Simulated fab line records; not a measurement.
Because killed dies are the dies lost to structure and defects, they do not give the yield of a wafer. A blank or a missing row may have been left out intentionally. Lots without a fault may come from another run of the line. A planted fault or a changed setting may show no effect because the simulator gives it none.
Matching of chambers	flow n5Finfet	N5_BEOL_M4_ALD_98 on aldSin-01 has 4 sister chambers
The step deposits SiO2, target thk 2.5 nm, pulse time 1 s, co reactant pulse time 1 s. 8 wafers are shown with their chamber, then 9 later ones without.

## WAFERS, EACH WITH ITS CHAMBER
wafer	chamber	heaterPowerW (W)	precursorPulseHeightRel
L075.1	1	77	0.994
L085.5	3	86	0.988
L088.1	2	83	0.985
L088.3	0	65	1.037
L088.4	1	78	0.998
L089.2	0	66	0.997
L089.4	3	84	0.988
L089.5	2	82	1.033

## WAFERS WITH NO CHAMBER GIVEN
wafer	heaterPowerW (W)	precursorPulseHeightRel
L090.1	65	1.012
L090.3	85	0.965
L090.5	84	1.001
L093.2	68	1.014
L093.4	85	1.032
L093.6	85	0.965
L092.1	84	0.986
L092.2	76	1.012
L092.3	83	0.997

## WHICH CHAMBER EACH WENT THROUGH
wafer	from the rows above	in truth
L090.1	0	0
L090.3	3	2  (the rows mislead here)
L090.5	can't be placed: 3 or 2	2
L093.2	0	0
L093.4	can't be placed: 3 or 2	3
L093.6	3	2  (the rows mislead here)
L092.1	can't be placed: 3 or 2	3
L092.2	1	1
L092.3	can't be placed: 2 or 3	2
Correct placement for 3 of the 9. Can't be placed from these rows: 4 (the true chamber is among the candidates in 4). 2 placed wrongly.
How it was worked out, from the rows above alone: a wafer's distance from a chamber is the root of the sum, over the readings, of the square of ((its reading less the chamber's mean) divided by the reading's scatter). If the next closest chamber is less than 2 further off than the closest, the wafer can't be placed; otherwise it belongs to the closest. A chamber's mean is the mean of its shown wafers. The scatter is the square root of a quotient: the sum, over the shown wafers, of each reading's squared deviation from its chamber's mean, divided by wafers minus chambers.
